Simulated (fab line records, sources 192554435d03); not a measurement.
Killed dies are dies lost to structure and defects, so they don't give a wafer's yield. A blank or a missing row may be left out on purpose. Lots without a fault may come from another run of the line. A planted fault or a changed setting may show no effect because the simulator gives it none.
A struck lot beside a sound one | flow n5_finfet | 15 steps out of a route of 1938
Sound: wafers L759.1, L759.4, L759.6. Struck: wafers L769.1, L769.3. The cause comes at the end.
At each step with rows: each side's tool, then ch and its chambers, then its first start. Under that, the readings that differ: sound wafers | struck wafers | difference of the means | sigmas: that difference in standard deviations of wafers without a fault.
alike: readings whose means differ by less than 2 such deviations, and words and numbers that are the same on both sides. not compared: withheld readings, readings that some wafer has no value for, bounds like >300 that may hide the same value, and numbers for which the record gives no deviation and whose values overlap.
The two part at a step that has a row with sigmas, a row that says differs or no value, or rows on one side only. Numbers that don't overlap but have no deviation are shown without sigmas and don't part them. A reading that every wafer of one side lacks parts them only if that side has two wafers or more.

N5_HKMG_FIN_STRIP_93: strips SOC in N2/H2, time 20 s.
  sound on rie_diel-03 ch 1,3, day 3 21:46; struck on rie_diel-03 ch 1,3, day 6 10:22
  alike: drypump_motor_current_A, oes_product_au, rf_vpp_V, showerhead_plenum_p_Torr, throttle_valve_pct
  not compared: rf_hours_counter_h
then, 1 step without rows for these wafers: N5_HKMG_FIN_WET_ETCH_76 (etches Al2O3 in dNH4OH, stops on La2O3, target depth 2.25 nm, rinse time 30 s).
N5_HKMG_FIN_STRIP_60: strips in N2/H2, time 360 s.
  sound on plasma_asher-01 ch 0, day 3 21:58; struck on plasma_asher-01 ch 1, day 6 10:31
  reading            | sound       | struck  | difference | sigmas
  heater_power_w (W) | 505 502 511 | 421 412 | -90        | -2
  alike: drypump_motor_current_A
  not compared: rf_hours_counter_h
then, 2 steps without rows for these wafers: N5_HKMG_FIN_WET_ETCH_77 (etches La2O3 in dHCl, stops on HfO2, target depth 2 nm); N5_HKMG_FIN_WET_ETCH_78 (etches Al2O3 in dNH4OH, stops on La2O3, target depth 4.5 nm, rinse time 30 s).
N5_HKMG_FIN_ALD_79: deposits TiN, target thk 1.5 nm, pulse time 1 s, purge time 3 s.
  sound on ald_metal-03 ch 0,1,2, day 3 22:26; struck on ald_metal-01 ch 1,3, day 6 11:01
  alike: heater_power_w, precursor_pulse_height_rel
  not compared: ald_cycles
N5_HKMG_FIN_CVD_62: deposits a-Si from Si2H6, target thk 3 nm, time 20.8 s.
  sound on thermal_cvd_si-01 ch 0,1,2, day 3 22:49; struck on thermal_cvd_si-01 ch 0,1, day 6 11:22
  alike: heater_power_w
then, 5 steps without rows for these wafers: N5_HKMG_FIN_RTA_80 (time 2 s); N5_HKMG_FIN_PRECLEAN_64 (cleans in dHF, time 30 s); N5_HKMG_FIN_WET_ETCH_65 (etches a-Si in TMAH, stops on TiN, time 49 s, target depth 3 nm); N5_HKMG_FIN_WET_ETCH_81 (etches TiN in SC1, stops on HfO2, time 57 s, target depth 6 nm); N5_HKMG_FIN_WET_ETCH_82 (etches La2O3 in dHCl, stops on HfO2, target depth 2 nm, rinse time 30 s).
N5_HKMG_FIN_ALD_36: deposits TiN, target thk 1 nm, pulse time 1 s, purge time 3 s.
  sound on ald_metal-02 ch 1,3, day 3 23:13; struck on ald_metal-01 ch 1,2, day 6 11:47
  reading    | sound    | struck | difference | sigmas
  ald_cycles | 47 47 47 | 42 42  | -5         |
  alike: heater_power_w, precursor_pulse_height_rel
N5_HKMG_FIN_THK_MEAS_70: measures by xrf.
  sound on film_metro-01, day 3 23:30; struck on film_metro-02, day 6 12:04
  alike: HK_THK
-- the record jumps here: 5 days lie between the struck wafers' starts before and after (it left off in module HKMG_FIN and takes up again in module BEOL_M4, whose first step shown is number 1111 of the route) --
N5_BEOL_M4_RC_MEAS_101:
  sound on prober-01 ch 0, day 9 06:19; struck on prober-02 ch 0, day 11 16:56
  reading        | sound                | struck        | difference | sigmas
  DIBL_P (mV/V)  | 35.0 36.1 33.2       | 38.2 38.2     | +3.4       | +2
  IOFF_P (nA/um) | 0.237 0.237 0.192    | 0.167 0.162   | -0.057     | -2
  ION_P (uA/um)  | 463 463 459          | 444 452       | -14        | -2
  VT_P (mV)      | -249.4 -248.5 -250.7 | -258.0 -258.2 | -8.6       | -4
  alike: DIBL_N, IOFF_N, ION_N, SS_N, SS_P, VT_N

WHERE THEY PART
First at N5_HKMG_FIN_STRIP_60; last, within this record, at N5_BEOL_M4_RC_MEAS_101.

WHY: what the simulator had put in
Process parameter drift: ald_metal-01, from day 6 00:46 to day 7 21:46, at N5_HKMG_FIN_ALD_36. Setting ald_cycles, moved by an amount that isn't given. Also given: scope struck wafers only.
